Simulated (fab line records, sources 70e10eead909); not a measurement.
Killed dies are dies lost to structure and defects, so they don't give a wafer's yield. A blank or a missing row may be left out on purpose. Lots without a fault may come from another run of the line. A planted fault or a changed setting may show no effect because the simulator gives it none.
Chamber matching | flow nand_harc | NHARC_THIN_TSV_DEP_43 on pecvd-03: 3 sister chambers
The step deposits SiO2, target thk 1328.5 nm. 6 wafers are shown with their chamber, then 7 later ones without.

WAFERS WITH THEIR CHAMBER
wafer  | chamber | throttle_valve_pct (%)
L822.5 | 2       | 16.5
L825.3 | 2       | 16.5
L831.3 | 1       | 15.6
L831.5 | 1       | 15.8
L838.3 | 0       | 15.6
L838.5 | 0       | 15.7

WAFERS WITHOUT THEIR CHAMBER
wafer  | throttle_valve_pct (%)
L838.6 | 16.5
L840.2 | 15.9
L840.4 | 15.7
L840.6 | 14.9
L841.3 | 16.1
L841.5 | 16.2
L841.6 | 15.8

WHICH CHAMBER EACH WENT THROUGH
wafer  | from the rows above          | in truth
L838.6 | 2                            | 2
L840.2 | can't be placed: 1 or 0      | 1
L840.4 | can't be placed: 1 or 0      | 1
L840.6 | can't be placed: 0 or 1      | 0
L841.3 | can't be placed: 2 or 1 or 0 | 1
L841.5 | 2                            | 2
L841.6 | can't be placed: 1 or 0      | 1
Placed correctly: 2 of 7. Can't be placed from these rows: 5 (the true chamber is among the candidates in 5). Placed wrongly: 0.
How it was worked out, from the rows above alone: a wafer's distance from a chamber is the root of the sum, over the readings, of the square of ((its reading less the chamber's mean) divided by the reading's scatter). The wafer belongs to the nearest chamber; if the next one is less than 2 further off, it can't be placed. A chamber's mean is the mean of its shown wafers. The scatter: the root of (the sum of the squares of (reading less its chamber's mean) over the shown wafers, divided by (wafers less chambers)).
